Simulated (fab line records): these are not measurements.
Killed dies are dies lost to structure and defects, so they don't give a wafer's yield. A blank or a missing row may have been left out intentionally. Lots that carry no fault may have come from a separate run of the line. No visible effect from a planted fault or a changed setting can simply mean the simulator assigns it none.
Chamber matching + flow n5Finfet + rieDiel-01 running N5_BEOL_M10_ETCH_62: 4 sister chambers
The step etches SOC in N2/H2, target depth 110 nm, overetch 22 nm, time 165 s. 4 wafers are shown with their chamber, then 8 later ones without.

== WAFERS, EACH WITH ITS CHAMBER ==
| wafer  | chamber | showerheadPlenumPTorr (Torr) |
|--------|---------|------------------------------|
| L080.3 | 2       | 2.68                         |
| L083.3 | 1       | 2.60                         |
| L084.4 | 0       | 2.67                         |
| L085.1 | 3       | 2.47                         |

== WAFERS WHOSE CHAMBER IS MISSING ==
| wafer  | showerheadPlenumPTorr (Torr) |
|--------|------------------------------|
| L085.2 | 2.67                         |
| L085.3 | 2.60                         |
| L091.1 | 2.60                         |
| L091.3 | 2.67                         |
| L091.6 | 2.60                         |
| L094.1 | 2.66                         |
| L094.2 | 2.46                         |
| L094.3 | 2.59                         |

== WHICH CHAMBER EACH WENT THROUGH ==
| wafer  | from the rows above     | in truth |
|--------|-------------------------|----------|
| L085.2 | can't be placed: 0 or 2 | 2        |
| L085.3 | 1                       | 1        |
| L091.1 | 1                       | 1        |
| L091.3 | can't be placed: 0 or 2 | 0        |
| L091.6 | 1                       | 1        |
| L094.1 | can't be placed: 0 or 2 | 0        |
| L094.2 | 3                       | 3        |
| L094.3 | 1                       | 1        |
5 of 8 placed correctly. Not placeable from these rows: 3 (in 3, the candidates include the true chamber). Wrongly placed: 0.
How it was worked out, from the rows above alone: a wafer's distance from a chamber is the root of the sum, over the readings, of the square of ((its reading less the chamber's mean) divided by the reading's scatter). If the next closest chamber is less than 2 further off than the closest, the wafer can't be placed; otherwise it belongs to the closest. The mean given for a chamber averages the wafers shown for that chamber. The scatter: with one shown wafer a chamber, the root of the mean of the squares of how far each hidden wafer lies from its nearest shown one.
